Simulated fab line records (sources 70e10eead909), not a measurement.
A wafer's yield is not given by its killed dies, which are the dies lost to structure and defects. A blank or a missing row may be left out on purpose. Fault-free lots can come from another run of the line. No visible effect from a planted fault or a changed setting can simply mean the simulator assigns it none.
A lot that was struck, set against a sound lot ; flow nandHarc ; 24 out of 1159 route steps
Sound: the wafers L651.2, L651.3, L651.6. Struck: wafers L668.4, L668.5, L668.6. Last of all comes the cause.
Per side, at each step with rows, come the tool, then ch with its chambers, and then its first start. Under that, the readings that differ: sound wafers ; struck wafers ; difference of the means ; sigmas: that difference in standard deviations of wafers without a fault.
alike: readings whose means differ by less than 2 such deviations, and words and numbers that are the same on both sides. not compared: withheld readings, readings that some wafer has no value for, bounds like >300 that may hide the same value, and numbers for which the record gives no deviation and whose values overlap.
Wherever a step has rows on one side only, a row that says differs or no value, or a row with sigmas, the two part there. Numbers that have no deviation but don't overlap get no sigmas and don't part them. Lack of a reading on every wafer of one side parts them only where that side has two or more wafers.

NHARC_P_CONTACT_DEP_00: deposits SiO2, target thk 500 nm.
  sound on pecvd-01 ch 0,1; struck on pecvd-01 ch 0,1,2
  alike: heaterPowerW, rfFwdPowerW, susceptorTempC, throttleValvePct
NHARC_P_CONTACT_CMP_01: polishes SiO2, target thk 200 nm.
  sound on cmp-03 ch 0,3, day 5 22:00; struck on cmp-03 ch 0,2,3, day 10 02:02
  alike: motorCurrentA
then, 9 steps without rows for these wafers: NHARC_P_CONTACT_SRD_03; NHARC_P_CONTACT_DEHYDRATE_04 (time 120 s); NHARC_P_CONTACT_HMDS_05 (time 30 s); NHARC_P_CONTACT_COAT_33 (time 75 s); NHARC_P_CONTACT_COAT_34 (time 65 s); NHARC_P_CONTACT_COAT_06 (resist thk 90 nm); NHARC_P_CONTACT_SOFTBAKE_07 (time 55 s); NHARC_P_CONTACT_EBR_08; NHARC_P_CONTACT_EXPOSE_09 (exposes mask P CA, target cd 90 nm).
NHARC_P_CONTACT_PEB_10: peb time 65 s.
  sound on lithoTrack-01 ch 0, day 5 22:45; struck on lithoTrack-01 ch 0, day 10 02:43
reading;sound;struck;difference;sigmas
heaterPowerTotalW (W);156.2 156.3 156.9;169.1 168.5 168.7;+12.3;+29
plateTempC (C);99.97 100.16 99.93;105.49 105.80 105.36;+5.53;+43
then, 1 step without rows for these wafers: NHARC_P_CONTACT_DEVELOP_11 (develop time 35 s).
NHARC_P_CONTACT_CD_MEAS_12: target cd 90 nm.
  sound on cdSem-03 ch 0, day 5 22:50; struck on cdSem-03 ch 0, day 10 02:49
reading;sound;struck;difference;sigmas
cdNm (nm);90.0 89.0 89.8;107.5 108.6 109.0;+18.8;+26
NHARC_P_CONTACT_OVL_MEAS_13:
  sound: overlay-01 at day 5 22:55; struck: overlay-02 at day 10 02:53
  alike: overlayXNm, overlayYNm
NHARC_P_CONTACT_INSPECT_14:
  sound: defectInspect-02 at day 5 22:57; struck: defectInspect-01 at day 10 02:56
  alike: rawDefectCount
NHARC_P_CONTACT_DESCUM_17: chemistry O2, time 3 s.
  sound on rieDiel-05 ch 0,1, day 5 23:01; struck on rieDiel-01 ch 2,3, day 10 02:59
reading;sound;struck;difference;sigmas
model.P_CONTACT.cdNm (nm);89.63 88.79 89.92;106.8 107.6 108.6;+18.2;
  alike: drypumpMotorCurrentA, oesProductAu, rfVppV, showerheadPlenumPTorr, throttleValvePct
  not compared: rfHoursCounterH
NHARC_P_CONTACT_ETCH_35: etches the open film in CF4, target depth 39 nm, time 65 s.
  sound on rieDiel-05 ch 0,2,3, day 5 23:07; struck on rieDiel-01 ch 0,1,3, day 10 03:16
reading;sound;struck;difference;sigmas
rfFwdPowerW (W);293.8 296.3 296.0;297.6 297.2 298.1;+2.3;+2
  alike: drypumpMotorCurrentA, oesProductAu, rfVppV, showerheadPlenumPTorr, throttleValvePct
  not compared: rfHoursCounterH
NHARC_P_CONTACT_ETCH_36: etches the open film in N2/H2, target depth 260 nm, time 406.25 s.
  sound on rieDiel-05 ch 1,2,3; struck on rieDiel-01 ch 1,2,3
  alike: drypumpMotorCurrentA, n2FlowSccm, oesProductAu, rfFwdPowerW, rfVppV, showerheadPlenumPTorr, throttleValvePct
  not compared: rfHoursCounterH
NHARC_P_CONTACT_ETCH_18: etches the open film in C4F8/O2/Ar, target depth 481 nm, time 240.5 s.
  sound on rieDiel-05 ch 2,3; struck on rieDiel-01 ch 0,1,3
  alike: oesProductAu, rfFwdPowerW, rfVppV
  not compared: rfHoursCounterH
then, 1 step without rows for these wafers: NHARC_P_CONTACT_STRIP_37 (strips in C4F8/O2/Ar).
NHARC_P_CONTACT_ETCH_31: etches the open film in CH3F/O2, target depth 30 nm, time 85.7 s.
  sound on rieDiel-05 ch 0,3; struck on rieDiel-01 ch 1,2,3
reading;sound;struck;difference;sigmas
model.P_CONTACT.cdNm (nm);88.6 89.11 89.45;106.4 103.8 110.6;+17.9;
  alike: drypumpMotorCurrentA, oesProductAu, rfFwdPowerW, rfVppV, showerheadPlenumPTorr, throttleValvePct
  not compared: rfHoursCounterH
NHARC_P_CONTACT_CD_MEAS_19:
  sound: cdSem-01 at day 5 23:53; struck: cdSem-03 at day 10 04:02
reading;sound;struck;difference;sigmas
cdNm (nm);88.6 89.2 89.2;106.3 103.7 110.4;+17.8;+12
-- record jumps: 14 days between struck wafers' starts before vs after; left off in module P_CONTACT, resumes in module END, first step shown is number 1159 of the route --
NHARC_END_SORT_01:
  at this point the record logs the struck wafers (prober-02 ch 0, day 24 00:24) and has no rows for the sound ones

## WHERE THEY PART
First at NHARC_P_CONTACT_PEB_10; last, within this record, at NHARC_END_SORT_01.

WHY: whatever the simulator had introduced
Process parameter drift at NHARC_P_CONTACT_PEB_10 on lithoTrack-01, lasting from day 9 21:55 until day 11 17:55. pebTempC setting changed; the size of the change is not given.
